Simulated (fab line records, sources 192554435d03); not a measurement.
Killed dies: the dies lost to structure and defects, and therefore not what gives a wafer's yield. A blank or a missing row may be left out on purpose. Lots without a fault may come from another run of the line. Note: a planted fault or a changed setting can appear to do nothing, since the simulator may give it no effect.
Shared-tool check || flow n5 finfet || Sample size 9 lots and 27 wafers

## WHY THIS WAS OPENED
On 2 of the 9 lots, a flag is raised at N5_BEOL_M3_INSPECT_59 on the reading raw defect count. Wafers without a fault read 73, standard deviation 22.
Rule: a lot is flagged when every wafer of it that has a number lies more than 4 standard deviations from that mean, or none has a number. The other lots count as sound.

{"lot": "L976", "measured": "day 7 09:35", "on": "defect inspect-02", "raw defect count, wafer by wafer": "57 55 61", "flag": ""}
{"lot": "L978", "measured": "day 7 14:22", "on": "defect inspect-02", "raw defect count, wafer by wafer": "43 45 50", "flag": ""}
{"lot": "L979", "measured": "day 8 07:38", "on": "defect inspect-02", "raw defect count, wafer by wafer": "74 104 115", "flag": ""}
{"lot": "L980", "measured": "day 8 10:02", "on": "defect inspect-01", "raw defect count, wafer by wafer": "62 75 71", "flag": ""}
{"lot": "L983", "measured": "day 9 08:47", "on": "defect inspect-02", "raw defect count, wafer by wafer": "108 114 126", "flag": ""}
{"lot": "L985", "measured": "day 9 14:49", "on": "defect inspect-02", "raw defect count, wafer by wafer": "66 36 35", "flag": ""}
{"lot": "L995", "measured": "day 12 06:22", "on": "defect inspect-02", "raw defect count, wafer by wafer": "517 442 416", "flag": "FLAGGED"}
{"lot": "L994", "measured": "day 12 18:23", "on": "defect inspect-02", "raw defect count, wafer by wafer": "430 450 465", "flag": "FLAGGED"}
{"lot": "L998", "measured": "day 13 14:45", "on": "defect inspect-01", "raw defect count, wafer by wafer": "80 84 106", "flag": ""}
The numbers of the flagged lots are 453 on average: +380 against the usual, or +17 standard deviations.

## WHICH TOOL RAN EACH LOT
The record holds 2 process steps before the reading, out of a route of 1938 steps. In each cell: the tool, then ch and the chambers that the sampled wafers went through, then the start.
{"lot": "L976", "flag": "", "N5_BEOL_M3_PRE_CLEAN_60": "cvd co-01 ch 0,1,2, day 7 09:20", "N5_BEOL_M3_PRE_CLEAN_56": "pecvd-02 ch 0,2, day 7 09:28"}
{"lot": "L978", "flag": "", "N5_BEOL_M3_PRE_CLEAN_60": "cvd co-02 ch 0,1,2, day 7 14:07", "N5_BEOL_M3_PRE_CLEAN_56": "pecvd-01 ch 1,2, day 7 14:14"}
{"lot": "L979", "flag": "", "N5_BEOL_M3_PRE_CLEAN_60": "cvd co-01 ch 0,2, day 8 07:23", "N5_BEOL_M3_PRE_CLEAN_56": "pecvd-01 ch 0,1, day 8 07:31"}
{"lot": "L980", "flag": "", "N5_BEOL_M3_PRE_CLEAN_60": "cvd co-01 ch 0,2, day 8 09:47", "N5_BEOL_M3_PRE_CLEAN_56": "pecvd-03 ch 0,1,2, day 8 09:55"}
{"lot": "L983", "flag": "", "N5_BEOL_M3_PRE_CLEAN_60": "cvd co-02 ch 1,2, day 9 08:31", "N5_BEOL_M3_PRE_CLEAN_56": "pecvd-01 ch 0,1, day 9 08:38"}
{"lot": "L985", "flag": "", "N5_BEOL_M3_PRE_CLEAN_60": "cvd co-01 ch 0,1, day 9 14:34", "N5_BEOL_M3_PRE_CLEAN_56": "pecvd-03 ch 0,2, day 9 14:42"}
{"lot": "L995", "flag": "FLAGGED", "N5_BEOL_M3_PRE_CLEAN_60": "cvd co-01 ch 0,1, day 12 06:07", "N5_BEOL_M3_PRE_CLEAN_56": "pecvd-02 ch 0,2, day 12 06:14"}
{"lot": "L994", "flag": "FLAGGED", "N5_BEOL_M3_PRE_CLEAN_60": "cvd co-02 ch 0,1,2, day 12 18:08", "N5_BEOL_M3_PRE_CLEAN_56": "pecvd-02 ch 0,1, day 12 18:16"}
{"lot": "L998", "flag": "", "N5_BEOL_M3_PRE_CLEAN_60": "cvd co-01 ch 0,1,2, day 13 14:30", "N5_BEOL_M3_PRE_CLEAN_56": "pecvd-03 ch 0,2, day 13 14:38"}
These steps, and what they do:
- N5_BEOL_M3_PRE_CLEAN_60: time 15 s.
- N5_BEOL_M3_PRE_CLEAN_56: time 15 s.
- N5_BEOL_M3_INSPECT_59: inspects for defects (darkfield).

## FLAGGED AGAINST TOTAL, ONE TOOL AT A TIME (gauges that did the reading follow at the end)
{"step": "N5_BEOL_M3_PRE_CLEAN_60", "tool": "cvd co-01", "lots run": 6, "flagged": 1, "share of the flagged lots": "some", "sound lots run after its first flagged lot": "1 (L998)"}
{"step": "N5_BEOL_M3_PRE_CLEAN_60", "tool": "cvd co-02", "lots run": 3, "flagged": 1, "share of the flagged lots": "some", "sound lots run after its first flagged lot": 0}
{"step": "N5_BEOL_M3_PRE_CLEAN_56", "tool": "pecvd-01", "lots run": 3, "flagged": 0, "share of the flagged lots": "none", "sound lots run after its first flagged lot": "-"}
{"step": "N5_BEOL_M3_PRE_CLEAN_56", "tool": "pecvd-02", "lots run": 3, "flagged": 2, "share of the flagged lots": "all", "sound lots run after its first flagged lot": 0}
{"step": "N5_BEOL_M3_PRE_CLEAN_56", "tool": "pecvd-03", "lots run": 3, "flagged": 0, "share of the flagged lots": "none", "sound lots run after its first flagged lot": "-"}
{"step": "N5_BEOL_M3_INSPECT_59", "tool": "defect inspect-01", "lots run": 2, "flagged": 0, "share of the flagged lots": "none", "sound lots run after its first flagged lot": "-"}
{"step": "N5_BEOL_M3_INSPECT_59", "tool": "defect inspect-02", "lots run": 7, "flagged": 2, "share of the flagged lots": "all", "sound lots run after its first flagged lot": 0}

## WHAT THE TABLE ALLOWS
In 2 table rows, all flagged lots were run: pecvd-02 (N5_BEOL_M3_PRE_CLEAN_56), defect inspect-02 (N5_BEOL_M3_INSPECT_59).
- pecvd-02 at N5_BEOL_M3_PRE_CLEAN_56: 2 of its 3 lots flagged. A fault beginning between L976 (day 7 09:28), its last sound lot, and L995 (day 12 06:14), its first flagged one, fits the data.
- defect inspect-02 at N5_BEOL_M3_INSPECT_59: 2 of its 7 lots flagged. A fault beginning between L985 (day 9 14:49), its last sound lot, and L995 (day 12 06:22), its first flagged one, fits the data.
A lot count leaves these 2 tools indistinguishable: every one of them fits a fault beginning at some hour. More lots, or a look at what each step does to the wafer, might.

## WHAT THE SIMULATOR HAD INSERTED
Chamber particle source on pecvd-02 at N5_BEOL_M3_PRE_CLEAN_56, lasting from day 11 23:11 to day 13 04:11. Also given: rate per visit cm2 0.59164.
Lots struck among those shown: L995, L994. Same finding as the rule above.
